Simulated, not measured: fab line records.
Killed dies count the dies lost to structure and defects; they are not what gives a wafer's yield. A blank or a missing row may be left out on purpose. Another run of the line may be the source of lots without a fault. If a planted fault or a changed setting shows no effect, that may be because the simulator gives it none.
Split-lot trial -- flow n5Finfet -- 21 wafers read from 7 lots, route of 1938 steps

== ON THE SPLIT ==
At N5_GATE_CUT_COAT_27 (time 60 s, resist thk 10 nm), the setting spinRpm was moved away from the recipe's 1500 rpm on 10 of the 21 wafers read, by -9.7% to +6.0%. The other wafers ran this setting at the recipe's value.

== FROM THE SPLIT TO THE READING: what the file shows between them, 1 step ==
- N5_GATE_CUT_DESCUM_18: chemistry O2, time 7 s (also split here: timeS)

== THE READING ==
etch.depthNm (the simulator's own value, which no gauge read), in nm, at N5_GATE_CUT_ETCH_28 (etches underlayer in N2/H2, target depth 13 nm, time 10.4 s). The file does not state a usual value for it. Average 10.013 nm, standard deviation 0.027 nm, over the 11 wafers here run with the recipe.

wafer,"tool, chamber at the split","spinRpm as run, rpm",against the recipe,"etch.depthNm, nm",against lot-mates on the recipe
L076.1,"lithoTrack-04, 0",1415,-5.7%,10.29,+0.288
L076.5,"lithoTrack-04, 0",1500,recipe,9.994,-
L076.6,"lithoTrack-04, 0",1500,recipe,10.01,-
L078.2,"lithoTrack-01, 0",1406,-6.3%,10.41,+0.320
L078.3,"lithoTrack-01, 0",1500,recipe,10.09,-
L078.5,"lithoTrack-01, 0",1406,-6.3%,10.42,+0.330
L087.1,"lithoTrack-02, 0",1500,recipe,10.03,-
L087.5,"lithoTrack-02, 0",1590,+6.0%,9.74,-0.290
L087.6,"lithoTrack-02, 0",1590,+6.0%,9.766,-0.264
L088.1,"lithoTrack-02, 0",1500,recipe,9.999,-
L088.3,"lithoTrack-02, 0",1454,-3.1%,10.16,+0.161
L088.6,"lithoTrack-02, 0",1454,-3.1%,10.21,+0.211
L089.4,"lithoTrack-01, 0",1382,-7.9%,10.44,+0.430
L089.5,"lithoTrack-01, 0",1382,-7.9%,10.43,+0.420
L089.6,"lithoTrack-01, 0",1500,recipe,10.01,-
L091.1,"lithoTrack-01, 0",1355,-9.7%,10.53,+0.539
L091.4,"lithoTrack-01, 0",1500,recipe,9.989,-
L091.6,"lithoTrack-01, 0",1500,recipe,9.993,-
L094.2,"lithoTrack-01, 0",1500,recipe,10,-
L094.5,"lithoTrack-01, 0",1500,recipe,10.02,-
L094.6,"lithoTrack-01, 0",1500,recipe,10.01,-

FIT RESULTS
A straight line over all 21 wafers: etch.depthNm changes by -0.0523 nm for each +1% of spinRpm; r = -0.99; the points scatter about the line by 0.035 nm.
The same after taking each lot's own level away (the mean of its wafers on the recipe; 21 wafers): -0.0519 nm for each +1%; r = -1.00; scatter 0.018 nm.
According to that fit, moving spinRpm by its largest amount changes the reading by 0.5 nm.
Measured against the standard deviation above, the lots' own levels, which go from 9.9910 to 10.0900 nm, span 3.7 times it.
Hence the lot-to-lot level has little effect on the slope; both slopes agree.
Check: with one of the wafers moved furthest among these (-9.7%) left out of the fit, the line predicts +0.502 nm for it against its lot-mates. It came out at +0.539 nm against them.

== FURTHER SPLITS ON THESE WAFERS ==
These wafers also went through other splits before the reading. Each is held against what the fit with the lots' levels taken away leaves over:
other split on the same wafers,wafers away from the commonest value,r with etch.depthNm (lot level and that fit taken away)
N5_ZERO_LAYER_EXPOSE_08 doseMj,6,-0.11
N5_WELL_APT_COAT_02 spinRpm,6,+0.04
N5_PMOS_HMC_CHANNEL_EPI_PEB_07 pebTimeS,8,+0.13
N5_PMOS_HMC_CHANNEL_EPI_DEVELOP_08 developTimeS,6,-0.04
N5_DUMMY_GATE_COAT_28 spinRpm,3,+0.03
N5_SD_EPI_P_ETCH_16 targetDepthA,5,-0.14
N5_SD_EPI_P_EPI_21 timeS,5,+0.11
N5_SD_ACTIVATION_LSA_01 tempC,8,+0.05
N5_GATE_CUT_DESCUM_18 timeS,4,+0.03

== THE WHOLE CHAIN: every reading that the file lists as answering this split, in the file's order ==
step,what it does,reading,change (the file's fit),r (the file's)
N5_GATE_CUT_COAT_27,"time 60 s, resist thk 10 nm","underlayer_of_GATE_CUT_COAT_27.thkNm (the simulator's own value, which no gauge read)",-0.0529 nm for each +1% of the setting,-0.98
N5_GATE_CUT_ETCH_28,"etches underlayer in N2/H2, target depth 13 nm, time 10.4 s","etch.depthNm (the simulator's own value, which no gauge read)",-0.0529 nm for each +1% of the setting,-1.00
N5_GATE_CUT_ETCH_28,"etches underlayer in N2/H2, target depth 13 nm, time 10.4 s","CAR-EUV_of_GATE_CUT_COAT_07.thkNm (the simulator's own value, which no gauge read)","+0.0524 nm for each +1% of the setting, in a fit together with timeS@GATE_CUT_DESCUM_18",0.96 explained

== FILE'S OWN FIT ==
etch.depthNm changes by -0.0529 nm for each +1% of spinRpm, r = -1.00.
